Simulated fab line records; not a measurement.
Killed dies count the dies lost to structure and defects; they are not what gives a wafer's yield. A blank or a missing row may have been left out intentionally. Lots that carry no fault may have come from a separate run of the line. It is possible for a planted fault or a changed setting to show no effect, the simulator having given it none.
fab line records	flow nandHarc
[record] lots = 6	wafers = 17	lastDay = 31
route steps=1302 shown A_CHANNEL_HOLE_D1@487 A_CHANNEL_FILL_D1@490
lots untouched by any fault: they come from a run of this same line in which no faults occurred
startH: hours from the record's opening day to when the first of the lot's shown wafers began	waitH: hours elapsed since this lot's preceding step	" as in the row above	L1.1+2: several wafers, shown together as one row	- either no value or no given start	* or withheld: withheld	< > ~ a bound
route shown NAME@n: NAME is a module with steps in the file, n the number in the route of the first one	usual: mean and standard deviation over wafers with no fault	same: alike in all rows	chamber/n: place in a boat	sites: readings site by site	_std_site: how widely they spread, as a standard deviation	_edge_site: mean of outer sites minus mean of inner sites	radiusMm: how far each site lies from the wafer's centre	mask NAME#n: copy n	behind: the tool/chamber that last shaped the wafer	hold: cause of the lot's hold/its duration in hours/its outcome	device: the n, p or np transistor that did not switch	end of line: tests run on the same wafers once the route is complete	a step given without rows: its recipe and nothing more	killed: not the wafer's yield, but the dies lost to structure and defects at the first sort	map: a wafer's dies, marking killed ones x, the rest . and places with no die _
set.NAME: the setting as run; set.NAME@STEP: as run at that earlier step	model.NAME: the simulator's own value behind a step, which no gauge read
lots at selected steps of the route; one table per step, one row per wafer
services: when a tool's chamber went out of use (startH, in hours from the record's first day, below 0 if earlier), for how many hours, and the reason
[[steps]]
[step NHARC_A_CHANNEL_HOLE_D1_CD_MEAS_30]
[usual] cdNm = 90.2/0.96
lot.wafer	tool	chamber	startH	waitH	cdNm
L854.1	cdSem-01	-	191.57	-	90.2
L854.2	"	-	"	"	89.0
L854.6	"	-	"	"	88.5
L861.3	cdSem-01	-	270.52	-	92.0
L861.5	"	-	"	"	90.5
L861.6	"	-	"	"	92.4
L862.1	cdSem-02	-	280.34	-	90.3
L862.4	"	-	"	"	90.6
L868.2	cdSem-01	-	332.55	-	88.4
L868.4	"	-	"	"	91.5
L868.5	"	-	"	"	89.7
L870.1	cdSem-01	-	362.90	-	90.2
L870.2	"	-	"	"	91.0
L870.4	"	-	"	"	90.0
L871.2	cdSem-03	-	364.01	-	90.9
L871.4	"	-	"	"	89.4
L871.5	"	-	"	"	90.6
[step NHARC_A_CHANNEL_HOLE_D1_XSEM_31]
[recipe] landingEnergyEv = 35000
[usual] botCdNm = 74.8/1.1	bowNm = 8.6/0.34	tiltDeg = 0.09/0.047
lot.wafer	tool	chamber	startH	waitH	botCdNm	bowNm	tiltDeg
L854.1	xsem-02	0	191.66	0.1	74.0	8.5	0.11
L854.2	"	0	"	"	72.6	8.5	0.11
L854.6	"	0	"	"	72.3	8.5	0.11
L861.3	xsem-01	0	270.61	0.1	76.0	8.7	0.07
L861.5	"	0	"	"	74.5	8.8	0.07
L861.6	"	0	"	"	75.2	8.6	0.08
L862.1	xsem-02	0	280.43	0.1	72.6	8.8	0.09
L862.4	"	0	"	"	74.2	8.8	0.09
L868.2	xsem-02	0	332.64	0.1	73.7	8.4	0.06
L868.4	"	0	"	"	77.1	8.5	0.06
L868.5	"	0	"	"	74.0	8.5	0.06
L870.1	xsem-02	0	362.99	0.1	74.9	8.2	0.05
L870.2	"	0	"	"	75.3	8.1	0.04
L870.4	"	0	"	"	75.1	8.1	0.04
L871.2	xsem-01	0	364.10	0.1	75.1	8.3	0.03
L871.4	"	0	"	"	74.0	8.2	0.03
L871.5	"	0	"	"	75.2	8.1	0.03
[step NHARC_A_CHANNEL_HOLE_D1_INSPECT_40]
[usual] rawDefectCount = 78/27
lot.wafer	tool	chamber	startH	waitH	rawDefectCount
L854.1	defectInspect-01	-	191.76	-	62
L854.2	"	-	"	"	64
L854.6	"	-	"	"	39
L861.3	defectInspect-02	-	270.70	-	127
L861.5	"	-	"	"	93
L861.6	"	-	"	"	115
L862.1	defectInspect-01	-	280.53	-	103
L862.4	"	-	"	"	104
L868.2	defectInspect-01	-	332.74	-	57
L868.4	"	-	"	"	56
L868.5	"	-	"	"	32
L870.1	defectInspect-01	-	363.09	-	103
L870.2	"	-	"	"	79
L870.4	"	-	"	"	84
L871.2	defectInspect-02	-	364.19	-	101
L871.4	"	-	"	"	82
L871.5	"	-	"	"	78
[step NHARC_A_CHANNEL_FILL_D1_PRECLEAN_00]
[recipe] timeS = *	tempC = 50	bathAgeMin = 0	chemistry = SC1
[step NHARC_A_CHANNEL_FILL_D1_SRD_01]
[step NHARC_A_CHANNEL_FILL_D1_ALD_02]
[recipe] targetThkA = 60	pulseTimeS = 10	aldCycles = 60	tempC = 300	material = SiO2
[step NHARC_A_CHANNEL_FILL_D1_ALD_03]
[recipe] targetThkA = 60	pulseTimeS = 60	aldCycles = 58	tempC = 630	pressureTorr = 2	material = SiNx
[usual] precursorPulseHeightRel = 0.998/0.021
lot.wafer	tool	chamber	startH	waitH	precursorPulseHeightRel
L854.1	aldSinBatch-01	0	-	-	0.971
L854.2	"	0	"	"	1.004
L854.6	"	0	"	"	1.023
L861.3	aldSinBatch-01	0	-	-	1.036
L861.5	"	0	"	"	1.003
L861.6	"	0	"	"	1.005
L862.1	aldSinBatch-01	0	-	-	1.015
L862.4	"	0	"	"	0.990
L868.2	aldSinBatch-01	0	-	-	1.028
L868.4	"	0	"	"	1.000
L868.5	"	0	"	"	0.995
L870.1	aldSinBatch-03	0	-	-	0.962
L870.2	"	0	"	"	1.005
L870.4	"	0	"	"	1.032
L871.2	aldSinBatch-03	0	-	-	0.990
L871.4	"	0	"	"	1.016
L871.5	"	0	"	"	0.995
[step NHARC_A_CHANNEL_FILL_D1_ALD_14]
[recipe] targetThkA = 25	pulseTimeS = 10	aldCycles = 25	tempC = 300	material = SiO2
[usual] heaterPowerW = 469/23	precursorPulseHeightRel = 1.002/0.02
lot.wafer	tool	chamber	startH	waitH	heaterPowerW	precursorPulseHeightRel
L854.2	aldHk-01	0	198.91	0.0	485	0.985
L854.1	"	1	"	"	455	1.018
L854.6	"	0	"	"	496	0.965
L861.3	aldHk-04	2	275.87	0.2	481	1.009
L861.5	"	3	"	"	439	1.010
L861.6	"	0	"	"	458	0.976
L862.4	aldHk-04	0	287.70	0.0	447	1.025
L862.1	"	3	"	"	457	1.018
L868.4	aldHk-04	0	341.64	0.1	461	0.978
L868.2	"	1	"	"	447	1.001
L868.5	"	2	"	"	472	1.024
L871.2	aldHk-01	0	370.30	0.0	495	1.007
L871.4	"	1	"	"	441	1.007
L871.5	"	0	"	"	494	0.983
L870.4	aldHk-02	3	370.33	0.1	462	0.985
L870.2	"	0	"	"	466	1.007
L870.1	"	1	"	"	472	0.979
[step NHARC_A_CHANNEL_FILL_D1_ALD_15]
[recipe] targetThkA = 20	pulseTimeS = 60	aldCycles = 19	tempC = 630	pressureTorr = 2	material = SiNx
[usual] precursorPulseHeightRel = 1.000/0.021
lot.wafer	tool	chamber	startH	waitH	precursorPulseHeightRel
L854.1	aldSinBatch-01	0	-	-	1.022
L854.2	"	0	"	"	1.007
L854.6	"	0	"	"	1.015
L861.3	aldSinBatch-01	0	-	-	1.027
L861.5	"	0	"	"	0.994
L861.6	"	0	"	"	1.008
L862.1	aldSinBatch-01	0	-	-	0.997
L862.4	"	0	"	"	0.984
L868.2	aldSinBatch-02	0	-	-	0.995
L868.4	"	0	"	"	0.962
L868.5	"	0	"	"	1.036
L870.1	aldSinBatch-01	0	-	-	0.997
L870.2	"	0	"	"	1.017
L870.4	"	0	"	"	1.039
L871.2	aldSinBatch-01	0	-	-	1.012
L871.4	"	0	"	"	1.023
L871.5	"	0	"	"	1.008
[step NHARC_A_CHANNEL_FILL_D1_ALD_16]
[recipe] targetThkA = 15	pulseTimeS = 10	aldCycles = 15	tempC = 300	material = SiO2
[step NHARC_A_CHANNEL_FILL_D1_ANNEAL_17]
[recipe] tempC = 850	timeS = 1800
[step NHARC_A_CHANNEL_FILL_D1_CVD_18]
[recipe] targetThkA = 30	tempC = 550	material = poly-Si
[step NHARC_A_CHANNEL_FILL_D1_ETCHBACK_19]
[recipe] targetDepthA = 50	timeS = 1.7	hbrFlowSccm = 150	cl2FlowSccm = 50	rfW = 400	icpW = 400	biasW = 100	chemistry = HBr/Cl2
[usual] drypumpMotorCurrentA = 5.9/0.53	oesProductAu = 1.000/0.0067	throttleValvePct = 26.406/0.0087
lot.wafer	tool	chamber	startH	waitH	drypumpMotorCurrentA	oesProductAu	rfHoursCounterH	throttleValvePct
L854.1	rieSi-06	1	213.32	0.4	5.5	1.004	0.6	26.409
L854.2	"	2	"	"	6.6	0.998	0.8	26.415
L854.6	"	0	"	"	6.3	1.012	-	26.396
L861.3	rieSi-06	3	292.95	0.4	4.9	1.002	0.2	26.408
L861.5	"	0	"	"	6.3	0.733	-	26.396
L861.6	"	1	"	"	5.5	1.003	-	26.423
L862.4	rieSi-06	0	306.01	0.4	6.3	1.010	0.2	26.409
L862.1	"	1	"	"	5.5	0.727	0.3	26.418
L868.4	rieSi-04	2	358.63	0.4	5.4	1.000	0.1	26.409
L868.2	"	3	"	"	6.5	1.018	0.1	26.414
L868.5	"	0	"	"	5.8	1.002	-	26.408
L871.2	rieSi-06	0	387.49	0.4	6.3	0.999	0.8	26.408
L871.4	"	3	"	"	4.9	0.997	0.8	26.397
L871.5	"	0	"	"	6.3	1.001	-	26.403
L870.1	rieSi-04	3	387.51	0.4	6.5	1.008	0.2	26.414
L870.4	"	0	"	"	5.8	1.009	0.3	26.399
L870.2	"	1	"	"	5.6	0.999	0.3	26.403
[step NHARC_A_CHANNEL_FILL_D1_ETCHBACK_20]
[recipe] targetDepthA = 270	timeS = 13.5	c4f8FlowSccm = withheld	o2FlowSccm = 8	arFlowSccm = withheld	rfW = 600	biasW = 1500	chemistry = C4F8/O2/Ar
[usual] oesProductAu = 0.96/0.033	rfVppV = 978/5.4
lot.wafer	tool	chamber	startH	waitH	oesProductAu	rfHoursCounterH	rfVppV
L854.1	rieDiel-13	1	213.43	-	1.00	2.9	972
L854.2	"	2	"	"	1.01	2.8	980
L854.6	"	1	"	"	1.00	-	974
L861.3	rieDiel-12	3	293.05	-	1.00	0.5	981
L861.6	"	2	"	"	0.99	-	986
L861.5	"	3	"	"	0.99	-	983
L862.1	rieDiel-12	0	306.14	-	0.97	1.4	971
L862.4	"	1	"	"	0.96	-	971
L868.4	rieDiel-09	3	358.74	-	0.98	1.4	976
L868.2	"	0	"	"	0.98	1.9	984
L868.5	"	3	"	"	0.98	-	977
L870.4	rieDiel-09	2	387.63	-	1.00	2.2	983
L870.2	"	0	"	"	1.00	3.0	984
L870.1	"	1	"	"	1.00	2.6	968
L871.4	rieDiel-12	3	387.63	-	0.91	7.8	981
L871.2	"	0	"	"	0.92	7.7	971
L871.5	"	3	"	"	0.92	-	980
[[services]]
tool	chamber	startH	hours	kind
aldHk-02	-	171.30	10.0	pm
rieDiel-09	3	172.96	11.6	repair
aldHk-04	-	177.30	1.0	repair
rieDiel-13	3	183.55	3.9	repair
rieDiel-09	1	218.83	4.4	repair
rieDiel-12	0	226.33	6.4	repair
rieSi-04	-	248.34	1.7	repair
rieSi-06	-	249.00	9.0	pm
rieDiel-09	-	251.28	1.1	repair
rieSi-04	-	251.55	0.3	repair
aldHk-04	-	254.49	10.0	pm
rieDiel-12	0	266.80	9.4	repair
rieDiel-12	-	268.45	9.0	pm
rieSi-06	-	276.18	0.8	repair
rieDiel-12	1	288.13	6.1	repair
aldHk-01	-	296.30	10.0	pm
rieDiel-12	2	303.32	3.3	repair
xsem-01	-	314.13	1.4	repair
rieSi-04	2	316.42	13.3	repair
rieDiel-09	-	320.15	9.0	pm
rieSi-04	-	342.00	9.0	pm
xsem-02	-	356.66	1.2	repair
xsem-01	-	374.00	14.0	pm
rieSi-04	1	381.19	3.5	repair
[[key]]
[firstSign] step = NHARC_A_CHANNEL_FILL_D1_ETCHBACK_19	reading = oesProductAu	direction = down	sigmas = 40	usual = 1.000	struck = 0.730
effect none on later readings
metAt NHARC_A_CHANNEL_FILL_D1_ETCHBACK_19
struckWafers L861.5,L862.1
laterRowsLeftOut L861.5,L862.1
sortLeftOut L861.5,L862.1
testerLeftOut L861,L862
onsetBetween 213.32 292.95
[fault] kind = processParameterDrift	tool = rieSi-06	chamber = -	onsetH = 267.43	steps = NHARC_A_CHANNEL_FILL_D1_ETCHBACK_19	channel = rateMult	offset = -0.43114	shape = step	endH = 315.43	scope = struckWafersOnly
// testerLeftOut: of these lots the tester's yield and bins aren't shown, on N5 and GAA mostly nor the transistor test; their killed dies are dies lost to structure and defects alone, not to doping, threshold or leakage, so they don't give the yield
// sortLeftOut: the simulated sort isn't trusted on such a fault, so these wafers' sort isn't shown, and their yield isn't known
// laterRowsLeftOut: the simulator's readings of these wafers behind a module that went badly wrong aren't trusted and aren't shown, but for the sort
